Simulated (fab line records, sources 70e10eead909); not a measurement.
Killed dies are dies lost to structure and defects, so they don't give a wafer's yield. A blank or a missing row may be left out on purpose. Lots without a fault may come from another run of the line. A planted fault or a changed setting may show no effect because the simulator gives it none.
A struck lot beside a sound one | flow nand_harc | 13 steps out of a route of 1159
Sound: wafers L624.2, L624.4, L624.5. Struck: wafers L627.1, L627.3, L627.4. The cause comes at the end.
At each step with rows: each side's tool, then ch and its chambers, then its first start. Under that, the readings that differ: sound wafers | struck wafers | difference of the means | sigmas: that difference in standard deviations of wafers without a fault.
alike: readings whose means differ by less than 2 such deviations, and words and numbers that are the same on both sides. not compared: withheld readings, readings that some wafer has no value for, bounds like >300 that may hide the same value, and numbers for which the record gives no deviation and whose values overlap.
The two part at a step that has a row with sigmas, a row that says differs or no value, or rows on one side only. Numbers that don't overlap but have no deviation are shown without sigmas and don't part them. A reading that every wafer of one side lacks parts them only if that side has two wafers or more.

NHARC_A_ZERO_WELL_INSPECT_17:
  sound on defect_inspect-01, day 10 16:35; struck on defect_inspect-02, day 11 06:56
  alike: raw_defect_count
then, 3 steps without rows for these wafers: NHARC_A_SOURCE_PLATE_PRECLEAN_00 (cleans in HF-LAST, time 60 s); NHARC_A_SOURCE_PLATE_SRD_01; NHARC_A_SOURCE_PLATE_OXIDE_02 (material SiO2, target thk 10 nm, ox time 1362 s).
NHARC_A_SOURCE_PLATE_THK_MEAS_09: measures by ellipsometry.
  sound on film_metro-01, day 10 23:19; struck on film_metro-01, day 11 17:04
  alike: thk_nm
then, 3 steps without rows for these wafers: NHARC_A_SOURCE_PLATE_PVD_04 (deposits WSi2, target thk 50 nm); NHARC_A_SOURCE_PLATE_CVD_03 (deposits poly-Si, target thk 200 nm, time 4000 s); NHARC_A_SOURCE_PLATE_ANNEAL_05 (time 1800 s).
NHARC_A_SOURCE_PLATE_THK_MEAS_06: measures by ellipsometry.
  sound on film_metro-01, day 11 12:31; struck on film_metro-02, day 12 07:01
  alike: thk_nm
NHARC_A_SOURCE_PLATE_INSPECT_08:
  sound on defect_inspect-01, day 11 12:35; struck on defect_inspect-02, day 12 07:04
  alike: raw_defect_count
NHARC_A_ONON_D1_DEP_00: target thk 1000 nm.
  sound on pecvd_onon-01 ch 0, day 11 12:42; struck on pecvd_onon-02 ch 0, day 12 07:08
  alike: n2_flow_sccm
NHARC_A_ONON_D1_THK_MEAS_02: measures by ellipsometry.
  sound on film_metro-02, day 11 13:10; struck on film_metro-01, day 12 07:38
  reading     | sound          | struck      | difference | sigmas
  thk_nm (nm) | 1003 1003 1005 | 944 945 948 | -58        | -6
then, 1 step without rows for these wafers: NHARC_A_ONON_D1_DEP_03 (target thk 1000 nm).

WHERE THEY PART
Only at NHARC_A_ONON_D1_THK_MEAS_02, within this record.

WHY: what the simulator had put in
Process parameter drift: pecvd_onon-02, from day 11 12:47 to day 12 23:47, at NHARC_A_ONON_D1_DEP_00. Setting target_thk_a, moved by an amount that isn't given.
